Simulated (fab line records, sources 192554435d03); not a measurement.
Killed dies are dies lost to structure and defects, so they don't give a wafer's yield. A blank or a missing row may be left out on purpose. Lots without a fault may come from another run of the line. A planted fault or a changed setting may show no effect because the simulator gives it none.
Problem report in the 8D (eight disciplines) form, filled by code | flow n5_finfet | the parts of the form that need people (team, actions taken, sign-off) are left out

1. THE PROBLEM
run_length_s at N5_MOL_CONTACT_COAG_ALD_27 reads a mean of 3170.9 s on 5 wafers of 3 lots; wafers without a fault read 2770.0 s with a standard deviation of 0.45. That is +99 or more standard deviations from the usual mean.
The step: deposits SiOC, target thk 17 nm, pulse time 1.5 s, time 2720 s.
First seen on wafer L751.2, day 8 02:39, on ald_sin-01. The record holds 25 wafers of 10 lots with a number at this step. Rule for "out", or "out of limits": more than 4 standard deviations from the usual mean. The other wafers with a number count as sound.

2. WHAT IT IS AND WHAT IT IS NOT
question                    | is                                     | is not
which readings at this step | run_length_s                           | heater_power_w, precursor_pulse_height_rel
which lots                  | L751, L752, L755                       | L746, L749, L754, L759, L761, L762, L764
which wafers of those lots  | L751.2, L751.4, L752.2, L755.2, L755.4 | L752.6
read on which tools         | ald_sin-01                             | ald_sin-03, ald_sin-04
when                        | from day 8 02:39                       | up to then (6 sound wafers); but 14 sound wafers of L752, L754, L759, L761, L762, L764 came after

3. SUSPECTS, AND WHAT RULES EACH OUT
Counting: a tool at a process step up to the reading stays a suspect if it ran every lot that is out. Sound lots after the first of them don't rule it out here, since some wafers of a struck lot are sound.
- ald_sin-01 at N5_MOL_CONTACT_COAG_ALD_27 (deposits SiOC, target thk 17 nm, pulse time 1.5 s, time 2720 s): kept. It ran every lot that is out, first L751 (day 8 02:39). Its own readings are out on those wafers: run_length_s.
Left after counting: ald_sin-01 at N5_MOL_CONTACT_COAG_ALD_27.

4. THE CAUSE (what the simulator had put in)
Process parameter drift: ald_sin-01, from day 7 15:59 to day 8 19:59, at N5_MOL_CONTACT_COAG_ALD_27. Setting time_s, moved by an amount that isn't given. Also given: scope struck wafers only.
Counting left only this tool.

5. THE CHAIN OF EFFECTS, in route order
Each row: a reading whose mean over the struck wafers that have a number lies more than 3 standard deviations from the usual. Only readings for which the record gives a usual standard deviation are gone through. hours: the time from each lot's start at the first step in this table that gives one to its start at this step, as a median over the lots. sigmas: the change in usual standard deviations.
hours | step                       | reading      | usual    | on struck wafers | change | sigmas
0     | N5_MOL_CONTACT_COAG_ALD_27 | run_length_s | 2770.0 s | 3170.9           | +400.9 | +99 or more
The process steps in it:
- N5_MOL_CONTACT_COAG_ALD_27: deposits SiOC, target thk 17 nm, pulse time 1.5 s, time 2720 s.
Later measuring or inspecting steps at which every struck wafer that the step has a row for has a number for every such reading, and none has moved that far: N5_BEOL_M4_RC_MEAS_101.

6. WHAT WOULD HAVE CAUGHT IT SOONER
In this record the first reading out of limits was taken at day 8 02:39, 11 hours after the fault began at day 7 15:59.
